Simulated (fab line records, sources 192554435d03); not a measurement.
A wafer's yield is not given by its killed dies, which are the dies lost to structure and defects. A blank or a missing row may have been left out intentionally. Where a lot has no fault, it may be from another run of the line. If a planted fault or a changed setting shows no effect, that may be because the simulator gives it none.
Comparing a struck lot with a sound one    flow n5-finfet    20 steps out of a route of 1938
Sound: wafers L453.1, L453.2, L453.6. Struck: wafer L462.3 (L462.2, L462.6, from the same lot, were not struck and are left out); the cause is given at the end.
For every step that has rows: the tool of each side, followed by ch and its chambers, followed by its first start. Under that, the readings that differ: sound wafers    struck wafers    difference of the means    sigmas: that difference in standard deviations of wafers without a fault.
alike: words and numbers the same on both sides, and readings whose means are apart by under 2 such deviations; not compared: readings that were withheld, readings missing a value for some wafer, numbers with overlapping values and no deviation given by the record, and bounds like >300 which may hide the same value.
Wherever a step has rows on one side only, a row that says differs or no value, or a row with sigmas, the two part there. Non-overlapping numbers with no deviation appear without sigmas and do not part them. A reading that every wafer of one side lacks parts them only if that side has two wafers or more.

first, 2 steps without rows for these wafers: N5_FIN_SAQP_DESCUM_21 (chemistry O2, time 7.9 s); N5_FIN_SAQP_ETCH_51 (etches SiARC in CF4, target depth 45.5 nm, time 75.8 s).
N5_FIN_SAQP_ETCH_52: etches SOC in N2/H2, target depth 100 nm, overetch 20 nm, time 150 s.
  sound on rie-diel-06 ch 0,2, day 1 22:23; struck on rie-diel-02 ch 3, day 4 03:58
  alike: drypump-motor-current-A, oes-product-au, rf-vpp-V, showerhead-plenum-p-Torr, throttle-valve-pct
  not compared: rf-hours-counter-h
then, 1 step without rows for these wafers: N5_FIN_SAQP_STRIP_53 (strips in N2/H2).
N5_FIN_SAQP_HM_OPEN_73: chemistry CHF3/O2, target SiO2, stops on a-Si, target depth 12 nm, time 16.8 s.
  sound on rie-diel-06 ch 0,2, day 1 22:29; struck on rie-diel-02 ch 3, day 4 04:04
reading                sound           struck  difference  sigmas
oes_f_703_au (a.u.)    0.97 0.67 0.99  0.69    -0.19       -2
oes-product-au (a.u.)  0.58 0.42 0.57  0.41    -0.11       -2
  alike: drypump-motor-current-A, rf-vpp-V, showerhead-plenum-p-Torr, throttle-valve-pct
  not compared: rf-hours-counter-h
then, 1 step without rows for these wafers: N5_FIN_SAQP_STRIP_74 (strips in CHF3/O2).
N5_FIN_SAQP_MANDREL_ETCH_22: etches a-Si in HBr/Cl2, stops on SiNx, target depth 60 nm, bt time 10 s, time 30 s.
  sound on rie-si-02 ch 0,2,3, day 1 22:34; struck on rie-si-02 ch 3, day 4 04:09
  alike: drypump-motor-current-A, oes-product-au, throttle-valve-pct
  not compared: rf-hours-counter-h
then, 4 steps without rows for these wafers: N5_FIN_SAQP_STRIP_55 (strips in N2/H2); N5_FIN_SAQP_STRIP_23 (strips in SPM, time 750 s); N5_FIN_SAQP_SRD_66 (time 30 s); N5_FIN_SAQP_RECESS_75 (chemistry HF/NH3, target SiO2, target depth 14.4 nm, afs cycles 3, sublimation time 60 s).
N5_FIN_SAQP_SPACER1_ALD_24: deposits SiO2, target thk 20.3 nm, pulse time 1 s, purge time 2 s.
  sound on ald-sin-03 ch 2,3, day 1 23:26; struck on ald-sin-03 ch 2, day 4 04:58
reading                     sound              struck  difference  sigmas
precursor-pulse-height-rel  0.981 0.957 0.991  1.038   +0.062      +3
  alike: heater-power-outer-w, heater-power-w
N5_FIN_SAQP_SPACER1_ETCHBACK_25: etches SiO2 in CHF3/O2, target depth 24.4 nm, time 12.2 s.
  sound on rie-diel-03 ch 0,2, day 2 00:10; struck on rie-diel-03 ch 3, day 4 05:41
  alike: drypump-motor-current-A, oes_f_703_au, oes-product-au, rf-vpp-V, showerhead-plenum-p-Torr, throttle-valve-pct
  not compared: rf-hours-counter-h
N5_FIN_SAQP_MANDREL1_REMOVE_56: chemistry HBr/Cl2/O2, target a-Si, stops on SiNx, bt time 10 s.
  sound on rie-si-04 ch 0,1,3, day 2 00:15; struck on rie-si-03 ch 3, day 4 05:47
reading                sound              struck  difference  sigmas
oes-product-au (a.u.)  0.991 1.017 1.016  0.902   -0.106      -6
  alike: drypump-motor-current-A, throttle-valve-pct
  not compared: rf-hours-counter-h
N5_FIN_SAQP_CD_MEAS_27: target cd 20 nm.
  sound on cd-sem-03 ch 0, day 2 00:22; struck on cd-sem-01 ch 0, day 4 05:53
  alike: cd-nm
then, 1 step without rows for these wafers: N5_FIN_SAQP_ETCH_57 (etches SiNx in CH3F/O2, target depth 32.5 nm, time 46.4 s).
N5_FIN_SAQP_ETCH_65: etches SiO2 in CF4, target depth 4 nm, time 4.4 s.
  sound on rie-si-04 ch 0,3, day 2 00:31; struck on rie-si-02 ch 3, day 4 06:03
  alike: drypump-motor-current-A, oes-product-au, throttle-valve-pct
  not compared: rf-hours-counter-h
N5_FIN_SAQP_MANDREL_ETCH_58: etches a-Si in HBr/Cl2, stops on SiNx, target depth 45 nm, bt time 10 s, time 27 s.
  sound on rie-si-04 ch 0,3, day 2 00:33; struck on rie-si-02 ch 3, day 4 06:05
reading                sound              struck  difference  sigmas
oes-product-au (a.u.)  0.702 0.703 0.711  0.623   -0.082      -7
  alike: drypump-motor-current-A, throttle-valve-pct
  not compared: rf-hours-counter-h
then, 1 step without rows for these wafers: N5_FIN_SAQP_RECESS_63 (chemistry HF/NH3, target SiO2, target depth 18 nm, afs cycles 3, sublimation time 60 s).
-- here the record skips 11 days between the struck wafers' starts before and after, leaving off in module FIN_SAQP and picking up in module PASSIVATION (first step shown: number 1936 of the route) --
N5_PASSIVATION_PROBE_49:
  only the struck wafers here have rows in the record (prober-02, day 14 20:47); the sound ones have none

WHERE THEY PART
First at N5_FIN_SAQP_HM_OPEN_73; last, within this record, at N5_PASSIVATION_PROBE_49.

WHY: whatever the simulator had introduced
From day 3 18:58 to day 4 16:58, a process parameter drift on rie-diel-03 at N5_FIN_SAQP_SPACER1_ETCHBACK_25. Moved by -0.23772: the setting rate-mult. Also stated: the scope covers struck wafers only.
